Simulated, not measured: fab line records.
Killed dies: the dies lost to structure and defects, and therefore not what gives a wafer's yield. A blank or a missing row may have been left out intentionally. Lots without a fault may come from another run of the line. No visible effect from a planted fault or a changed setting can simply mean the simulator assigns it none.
fab line records ; flow nandHarc ; part 2 of 2: steps 25 to 33 of 33
record lots=5; wafers=15; lastDay=33
route steps=1302 shown A_STAIRCASE@796
lots untouched by any fault: they come from a run of this same line in which no faults occurred
startH: hours from the record's first day to the start of the lot's first wafer shown ; waitH: time in hours since the lot's previous step ; " repeats the value in the row above ; L1.1+2: a single row standing in for several wafers ; - no value present, or no start provided ; * or withheld: withheld ; < > ~ a bound
route shown NAME@n: NAME is a module with steps in the file, n the number in the route of the first one ; usual: average and standard deviation across the fault-free wafers ; same: alike in all rows ; chamber/n: place in a boat ; sites: per-site readings ; _std_site: how widely they spread, as a standard deviation ; _edge_site: inner sites' mean taken away from outer sites' mean ; radiusMm: how far each site lies from the wafer's centre ; mask NAME#n: copy n ; behind: the tool/chamber that last shaped the wafer ; hold: what put the lot on hold/how long, in hours/how the hold closed ; device: the n, p or np transistor that did not switch ; end of line: tests run on the same wafers once the route is complete ; a step given without rows: its recipe and nothing more ; killed: count of dies lost to structure and defects at first sort (not the wafer's yield) ; map: the dies of a wafer, with x for killed, . for not killed, _ for no die there
set.NAME: the setting that was run; set.NAME@STEP: the one run at that earlier step ; model.NAME: the simulator's own value behind a step, which no gauge read
lots at some steps of the route; a table a step, a row a wafer
services: a tool's chamber out of use, with start hour (startH, from the record's first day; less than 0 if before it), hours out, and reason
## steps
# step NHARC_A_STAIRCASE_COAT_304
# recipe spinRpm=1200
lot.wafer;tool;chamber;startH;waitH
L074.1+2+6;lithoTrack-07;0;-;-
L079.1+3+4;lithoTrack-05;0;-;-
L086.2+3+4;lithoTrack-07;0;-;-
L092.1+2+5;lithoTrack-02;0;-;-
L097.3+4+6;lithoTrack-02;0;-;-
# step NHARC_A_STAIRCASE_SOFTBAKE_305
# recipe tempC=135; timeS=170
# usual heaterPowerTotalW=134.5/1
lot.wafer;tool;chamber;startH;waitH;heaterPowerTotalW
L074.1;lithoTrack-07;0;-;-;136.0
L074.2;lithoTrack-07;0;-;-;133.6
L074.6;lithoTrack-07;0;-;-;136.1
L079.1;lithoTrack-05;0;-;-;136.3
L079.3;lithoTrack-05;0;-;-;135.3
L079.4;lithoTrack-05;0;-;-;135.7
L086.2;lithoTrack-07;0;-;-;133.2
L086.3;lithoTrack-07;0;-;-;135.5
L086.4;lithoTrack-07;0;-;-;133.3
L092.1;lithoTrack-02;0;-;-;134.0
L092.2;lithoTrack-02;0;-;-;133.3
L092.5;lithoTrack-02;0;-;-;133.9
L097.3;lithoTrack-02;0;-;-;134.2
L097.4;lithoTrack-02;0;-;-;133.8
L097.6;lithoTrack-02;0;-;-;133.2
# step NHARC_A_STAIRCASE_EBR_306
lot.wafer;tool;chamber;startH;waitH
L074.1+2+6;lithoTrack-07;0;-;-
L079.1+3+4;lithoTrack-05;0;-;-
L086.2+3+4;lithoTrack-07;0;-;-
L092.1+2+5;lithoTrack-02;0;-;-
L097.3+4+6;lithoTrack-02;0;-;-
# step NHARC_A_STAIRCASE_EXPOSE_307
# recipe na=0.5; doseMj=45.72; maskId=CHOP_50
# usual focusOffsetNm=0.0/0.49; reticleTempC=23.02/0.1
lot.wafer;tool;chamber;startH;waitH;mask;focusOffsetNm;reticleTempC
L074.1;krfScanner-04;0;404.94;-;CHOP_50#0;0.1;22.96
L074.2;krfScanner-04;0;404.94;-;CHOP_50#0;1.2;22.92
L074.6;krfScanner-04;0;404.94;-;CHOP_50#0;1.7;23.02
L079.1;krfScanner-01;0;436.91;-;CHOP_50#0;0.4;22.95
L079.3;krfScanner-01;0;436.91;-;CHOP_50#0;0.1;22.97
L079.4;krfScanner-01;0;436.91;-;CHOP_50#0;-0.1;22.99
L086.2;krfScanner-01;0;494.68;-;CHOP_50#0;0.2;23.08
L086.3;krfScanner-01;0;494.68;-;CHOP_50#0;0.2;23.00
L086.4;krfScanner-01;0;494.68;-;CHOP_50#0;-0.2;23.17
L092.1;krfScanner-01;0;551.39;-;CHOP_50#0;0.5;22.92
L092.2;krfScanner-01;0;551.39;-;CHOP_50#0;-0.1;22.91
L092.5;krfScanner-01;0;551.39;-;CHOP_50#0;-0.5;23.05
L097.3;krfScanner-04;0;603.42;-;CHOP_50#0;-0.4;23.04
L097.4;krfScanner-04;0;603.42;-;CHOP_50#0;-0.3;23.09
L097.6;krfScanner-04;0;603.42;-;CHOP_50#0;-0.2;23.15
# step NHARC_A_STAIRCASE_PEB_308
# recipe pebTempC=115; pebTimeS=130
# usual heaterPowerTotalW=123.85/0.21
lot.wafer;tool;chamber;startH;waitH;heaterPowerTotalW
L074.1;lithoTrack-07;0;405.00;0.1;123.96
L074.2;lithoTrack-07;0;405.00;0.1;124.12
L074.6;lithoTrack-07;0;405.00;0.1;124.12
L079.1;lithoTrack-02;0;436.97;0.1;124.05
L079.3;lithoTrack-02;0;436.97;0.1;123.88
L079.4;lithoTrack-02;0;436.97;0.1;123.99
L086.2;lithoTrack-05;0;494.74;0.1;123.84
L086.3;lithoTrack-05;0;494.74;0.1;123.98
L086.4;lithoTrack-05;0;494.74;0.1;123.73
L092.1;lithoTrack-02;0;551.45;0.1;124.07
L092.2;lithoTrack-02;0;551.45;0.1;123.68
L092.5;lithoTrack-02;0;551.45;0.1;124.06
L097.3;lithoTrack-02;0;603.48;0.1;123.81
L097.4;lithoTrack-02;0;603.48;0.1;123.74
L097.6;lithoTrack-02;0;603.48;0.1;123.67
# step NHARC_A_STAIRCASE_DEVELOP_309
# recipe timeS=140
lot.wafer;tool;chamber;startH;waitH
L074.1+2+6;lithoTrack-07;0;-;-
L079.1+3+4;lithoTrack-02;0;-;-
L086.2+3+4;lithoTrack-05;0;-;-
L092.1+2+5;lithoTrack-02;0;-;-
L097.3+4+6;lithoTrack-02;0;-;-
# step NHARC_A_STAIRCASE_HARDBAKE_311
# recipe tempC=120; timeS=140
# usual heaterPowerTotalW=127.35/0.23
lot.wafer;tool;chamber;startH;waitH;heaterPowerTotalW
L074.1;lithoTrack-05;0;405.22;-;127.46
L074.2;lithoTrack-05;0;405.22;-;127.29
L074.6;lithoTrack-05;0;405.22;-;127.25
L079.1;lithoTrack-02;0;437.19;-;127.37
L079.3;lithoTrack-02;0;437.19;-;127.12
L079.4;lithoTrack-02;0;437.19;-;127.51
L086.2;lithoTrack-07;0;494.96;-;127.42
L086.3;lithoTrack-07;0;494.96;-;127.49
L086.4;lithoTrack-07;0;494.96;-;127.43
L092.1;lithoTrack-02;0;551.67;-;127.54
L092.2;lithoTrack-02;0;551.67;-;127.66
L092.5;lithoTrack-02;0;551.67;-;127.10
L097.3;lithoTrack-02;0;603.71;-;127.41
L097.4;lithoTrack-02;0;603.71;-;127.30
L097.6;lithoTrack-02;0;603.71;-;127.54
# step NHARC_A_STAIRCASE_DESCUM_312
# recipe timeS=3; o2FlowSccm=200; arFlowSccm=0; biasPowerW=0; chemistry=O2
# usual drypumpMotorCurrentA=5.7/0.37; oesProductAu=1.004/0.01; rfVppV=57.7/0.95; showerheadPlenumPTorr=1.92/0.074; throttleValvePct=11.312/0.0085
# same biasPowerW=0
lot.wafer;tool;chamber;startH;waitH;drypumpMotorCurrentA;oesProductAu;rfHoursCounterH;rfVppV;showerheadPlenumPTorr;throttleValvePct
L074.2;rieDiel-01;3;405.32;-;5.7;0.983;5;57.7;1.85;11.320
L074.1;rieDiel-01;1;405.32;-;5.9;1.025;3;59.4;1.94;11.318
L074.6;rieDiel-01;2;405.32;-;6.2;1.007;-;56.8;1.78;11.329
L079.1;rieDiel-01;2;437.28;-;6.2;0.999;7;58.8;1.78;11.312
L079.3;rieDiel-01;3;437.28;-;5.7;0.988;14;58.5;1.85;11.311
L079.4;rieDiel-01;1;437.28;-;5.9;1.016;15;58.5;1.94;11.311
L086.4;rieDiel-08;2;495.05;-;5.6;1.007;41;56.8;1.86;11.319
L086.2;rieDiel-08;3;495.05;-;5.8;1.011;41;57.4;1.88;11.315
L086.3;rieDiel-08;0;495.05;-;5.4;1.014;34;57.5;1.93;11.314
L092.1;rieDiel-01;2;551.78;-;6.2;1.017;51;57.7;1.77;11.303
L092.2;rieDiel-01;3;551.78;-;5.7;0.983;49;56.5;1.84;11.320
L092.5;rieDiel-01;1;551.78;-;5.9;1.003;-;56.5;1.92;11.304
L097.4;rieDiel-11;2;603.79;-;5.4;1.014;49;57.9;1.95;11.317
L097.3;rieDiel-11;0;603.79;-;6.6;1.002;52;56.9;1.91;11.319
L097.6;rieDiel-11;3;603.79;-;5.2;1.006;-;58.3;2.00;11.320
# step NHARC_A_STAIRCASE_ETCH_313
# recipe cf4FlowSccm=100; chf3FlowSccm=30; arFlowSccm=0; rfW=500; biasW=200; chemistry=CF4/CHF3
# usual chf3FlowSccm=30.00/0.088; drypumpMotorCurrentA=5.7/0.36; oesProductAu=0.933/0.015; rfVppV=370.8/1.9; showerheadPlenumPTorr=1.58/0.058; throttleValvePct=16.803/0.011
lot.wafer;tool;chamber;startH;waitH;chf3FlowSccm;drypumpMotorCurrentA;oesProductAu;rfHoursCounterH;rfVppV;showerheadPlenumPTorr;throttleValvePct
L074.2;rieDiel-01;0;408.21;2.9;29.87;5.4;0.948;7;373.7;1.70;16.808
L074.1;rieDiel-01;3;408.21;2.9;29.85;5.6;0.943;7;369.4;1.52;16.790
L074.6;rieDiel-01;3;408.21;2.9;29.98;5.7;0.949;-;369.2;1.52;16.792
L079.1;rieDiel-01;1;437.37;0.1;29.98;5.9;0.985;15;370.6;1.59;16.818
L079.3;rieDiel-01;2;437.37;0.1;29.92;6.2;0.971;7;367.6;1.47;16.813
L079.4;rieDiel-01;0;437.37;0.1;29.98;5.5;0.980;15;374.7;1.70;16.808
L086.3;rieDiel-08;2;495.13;0.1;29.95;5.6;0.928;41;370.4;1.54;16.817
L086.4;rieDiel-08;3;495.13;0.1;30.06;5.8;0.936;41;370.0;1.54;16.805
L086.2;rieDiel-08;1;495.13;0.1;30.11;5.6;0.940;36;372.3;1.62;16.799
L092.2;rieDiel-01;3;551.85;0.1;29.79;5.6;0.911;49;369.8;1.51;16.794
L092.1;rieDiel-01;2;551.85;0.1;29.93;6.2;0.943;51;367.6;1.46;16.796
L092.5;rieDiel-01;0;551.85;0.1;30.10;5.4;0.937;-;373.4;1.69;16.806
L097.4;rieDiel-11;0;603.89;0.1;29.99;6.7;0.915;52;372.1;1.57;16.799
L097.3;rieDiel-11;1;603.89;0.1;30.08;5.1;0.919;49;369.4;1.55;16.807
L097.6;rieDiel-11;3;603.89;0.1;30.01;5.2;0.931;-;372.4;1.64;16.798
## services
tool;chamber;startH;hours;kind
rieDiel-08;-;371.91;9.0;pm
rieDiel-11;2;374.60;5.1;repair
rieDiel-11;0;376.23;4.5;repair
rieDiel-01;-;380.84;9.0;pm
rieDiel-11;1;382.95;10.2;repair
lithoTrack-02;-;402.00;7.0;pm
wetBench-01;-;404.50;3.3;repair
rieDiel-08;0;405.01;15.9;repair
rieDiel-01;2;406.95;6.4;repair
rieDiel-01;2;418.99;8.1;repair
lithoTrack-07;-;426.00;7.0;pm
rieDiel-08;0;432.64;2.7;repair
rieDiel-11;-;435.98;9.0;pm
wetBench-01;-;453.63;8.0;pm
rieDiel-01;3;461.79;1.3;repair
lithoTrack-05;-;474.00;7.0;pm
rieDiel-01;3;474.99;5.7;repair
rieDiel-08;1;481.25;4.0;repair
rieDiel-11;3;486.50;8.3;repair
rieDiel-01;-;557.90;9.0;pm
rieDiel-11;2;559.48;3.5;repair
lithoTrack-02;-;577.00;7.0;pm
rieDiel-01;-;591.56;0.6;repair
lithoTrack-07;-;601.00;7.0;pm
